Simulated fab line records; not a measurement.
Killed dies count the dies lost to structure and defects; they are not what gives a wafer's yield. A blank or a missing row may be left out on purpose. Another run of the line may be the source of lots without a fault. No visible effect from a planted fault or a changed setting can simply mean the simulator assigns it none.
Code-filled problem report in 8D (eight disciplines) form -- flow n5Finfet -- the parts of the form that need people (team, actions taken, sign-off) are left out

== 1. WHAT IS WRONG ==
killedAtOther at N5_PASSIVATION_PROBE_49 reads a mean of 62.3 on 3 wafers of 2 lots; wafers without a fault read 3.7 with a standard deviation of 2.9. That is +20 standard deviations from the usual mean.
First seen on wafer L777.6, day 17 05:38, on prober-01. The record holds 5 wafers of 2 lots with a number at this step. The rule behind "out" and "out of limits": a value lying over 4 standard deviations away from the usual mean. Any other wafer with a number is counted as sound.

== 2. WHAT IT IS, WHAT IT ISN'T ==
question,is,is not
which readings at this step,killedAtOther,"killed_at_M0_to_M3, killed_at_M4_up, killedAtFrontEnd, killedOpen, sort_bin_6_memory"
which lots,"L777, L778",-
which wafers of those lots,"L777.6, L778.4, L778.5","L777.4, L778.2"
read on which tools,"prober-01, prober-02",-
when,from day 17 05:38,up to then (1 sound wafer); but 1 sound wafer of L778 came after

== 3. THE SUSPECTS, EACH WITH WHAT RULES IT OUT ==
Counting: if a tool at a process step up to the reading ran every lot that is out, it stays a suspect. Sound lots after the first of them don't rule it out here, since some wafers of a struck lot are sound.
- rieDiel-03 at N5_PASSIVATION_STRIP_34 (strips in O2): kept. It ran every lot that is out, first L777 (day 17 00:17).
- rieDiel-03, N5_PASSIVATION_STRIP_34: wafers that are out in chamber 2, sound lot-mates in chambers 0, 3.
Left after counting: rieDiel-03 at N5_PASSIVATION_STRIP_34.

== 4. THE CAUSE (what the simulator had put in) ==
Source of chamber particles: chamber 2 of rieDiel-03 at N5_PASSIVATION_STRIP_34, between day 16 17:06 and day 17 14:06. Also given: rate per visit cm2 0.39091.
Only this tool survived the counting.

== 5. THE CHAIN OF EFFECTS, in route order ==
Each row: a reading whose mean over the struck wafers that have a number lies more than 3 standard deviations from the usual. Scope: only readings with a usual standard deviation given in the record; hours: median across lots of the time from each lot's start at the first step in this table that gives one to its start at this step; sigmas: change in usual standard deviations.
hours,step,reading,usual,on struck wafers,change,sigmas
0,N5_PASSIVATION_PROBE_49,defectLimitedYield,90.9 %,84.8,-6.1,-4.4
0,N5_PASSIVATION_PROBE_49,killedAtOther,3.7,62.3,+58.6,+20
0,N5_PASSIVATION_PROBE_49,killedDies,107,179,+72,+4.3
0,N5_PASSIVATION_PROBE_49,killedOnRim,14,31,+17,+3.9
0,N5_PASSIVATION_PROBE_49,sort_bin_5_function,5.3 %,9.5,+4.2,+4.5
0,N5_PASSIVATION_PROBE_49,sortNPass,1073,1001,-72,-4.3
0,N5_PASSIVATION_PROBE_49,sortYieldPct,90.9 %,84.8,-6.1,-4.1
The process steps in it:
- N5_PASSIVATION_PROBE_49

== 6. WHAT WOULD HAVE CAUGHT IT SOONER ==
In this record the first reading out of limits was taken at day 17 05:38, 13 hours after the fault began at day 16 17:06.
Tool readings at N5_PASSIVATION_STRIP_34 with a usual standard deviation given in the record: none out on any struck wafer, hence no alarm at a limit of 4 standard deviations on them.
L778, from the lots that are out (2), started N5_PASSIVATION_STRIP_34 on rieDiel-03 later than day 17 05:38. It would have been spared by a hold on the tool at that moment.
